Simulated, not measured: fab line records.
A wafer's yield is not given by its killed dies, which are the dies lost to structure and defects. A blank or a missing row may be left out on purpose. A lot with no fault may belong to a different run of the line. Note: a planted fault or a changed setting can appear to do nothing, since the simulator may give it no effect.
Which tool was responsible? | flow nand_harc | 7 lots with 21 wafers sampled at 5 steps, on a route of 1302 steps

## WHAT EACH GAUGE READ, for each wafer
NHARC_A_M0_CD_MEAS_09 targets a cd of 80 nm.
lot  | measured     | on        | cd_nm (nm)
L995 | day 22 19:05 | cd_sem-01 | 80.9 80.3 80.0
L996 | day 23 09:45 | cd_sem-01 | 79.3 80.2 80.0
L999 | day 25 10:45 | cd_sem-02 | 80.7 80.7 79.5
L105 | day 27 18:54 | cd_sem-03 | 81.8 80.1 82.2
L106 | day 28 03:23 | cd_sem-02 | 81.7 80.1 80.4
L108 | day 28 20:08 | cd_sem-02 | 79.4 79.2 80.5
L113 | day 30 02:40 | cd_sem-03 | 105.0 105.3 105.4

## TOOL THAT RAN EACH LOT (tool first, then ch and the chambers of the sampled wafers, then the start)
lot  | NHARC_A_CONTACT_ALD_18              | NHARC_A_CONTACT_CVD_19                   | NHARC_A_CONTACT_CMP_20        | NHARC_A_M0_EXPOSE_06
L995 | ald_metal-03 ch 1,2, day 22 13:05   | cvd_w-02 ch 0,1, day 22 14:10 or earlier | cmp-04 ch 1,2, day 22 14:10   | arfi_scanner-01 ch 0, day 22 18:56
L996 | ald_metal-04 ch 0,1,3, day 23 03:39 | cvd_w-01 ch 0,1, day 23 04:47 or earlier | cmp-04 ch 0,1,2, day 23 04:47 | arfi_scanner-03 ch 0, day 23 09:37
L999 | ald_metal-01 ch 0,2, day 25 04:42   | cvd_w-02 ch 0,1, day 25 05:49 or earlier | cmp-01 ch 1,2, day 25 05:49   | arfi_scanner-02 ch 0, day 25 10:37
L105 | ald_metal-04 ch 0,1, day 27 12:50   | cvd_w-01 ch 0,1, day 27 13:55 or earlier | cmp-04 ch 1,2, day 27 13:55   | arfi_scanner-01 ch 0, day 27 18:45
L106 | ald_metal-04 ch 1,3, day 27 21:20   | cvd_w-02 ch 0,1, day 27 22:24 or earlier | cmp-03 ch 2,3, day 27 22:24   | arfi_scanner-03 ch 0, day 28 03:15
L108 | ald_metal-03 ch 0,1,2, day 28 13:43 | cvd_w-01 ch 0,1, day 28 14:44 or earlier | cmp-01 ch 2,3, day 28 14:44   | arfi_scanner-03 ch 0, day 28 20:00
L113 | ald_metal-04 ch 1,2,3, day 29 20:48 | cvd_w-02 ch 0,1, day 29 21:52 or earlier | cmp-03 ch 0,1,3, day 29 21:52 | arfi_scanner-02 ch 0, day 30 02:32
- NHARC_A_CONTACT_ALD_18: deposits TiN, target thk 3 nm, pulse time 1 s, ald cycles 150.
- NHARC_A_CONTACT_CVD_19: deposits W, target thk 300 nm, time 802 s.
- NHARC_A_CONTACT_CMP_20: polishes, t overpolish 30 s, target thk 300 nm.
- NHARC_A_M0_EXPOSE_06: exposes mask A M0, target cd 80 nm.

## THE ANSWER, worked out from the rows above alone
Rule: the lots themselves supply what counts as usual. The widest of any qualifying gaps counts: lots, ordered by their means at a reading, are off when they make up no more than a third of the lots, leave a main group of 4 or more, and stand apart from it by 3 or more times the standard deviation of that group's means. A main group is skipped when, at the precision printed for the reading in the tables above, its means are all equal. Also off: a lot with no number at a reading for which 4 or more lots have one. Where the step has rows for the other lots, those lots are counted as sound.
Off at NHARC_A_M0_CD_MEAS_09 (cd_nm): L113. The main group has a mean of 80.4 nm with a standard deviation of 0.56.
If a tool, at a process step before that reading, ran all the lots that are off and no sound lot after the first of them, it fits. Gauges at NHARC_A_M0_CD_MEAS_09: tried the same way as those tools. Because NHARC_A_CONTACT_CVD_19 lacks a start for some lots, the hours and order of its lots are taken from NHARC_A_CONTACT_CMP_20. Can't be told from this: 5 tools fit, ald_metal-04 at NHARC_A_CONTACT_ALD_18, cvd_w-02 at NHARC_A_CONTACT_CVD_19, cmp-03 at NHARC_A_CONTACT_CMP_20, arfi_scanner-02 at NHARC_A_M0_EXPOSE_06, cd_sem-03 at NHARC_A_M0_CD_MEAS_09.

## WHAT THE SIMULATOR PUT IN
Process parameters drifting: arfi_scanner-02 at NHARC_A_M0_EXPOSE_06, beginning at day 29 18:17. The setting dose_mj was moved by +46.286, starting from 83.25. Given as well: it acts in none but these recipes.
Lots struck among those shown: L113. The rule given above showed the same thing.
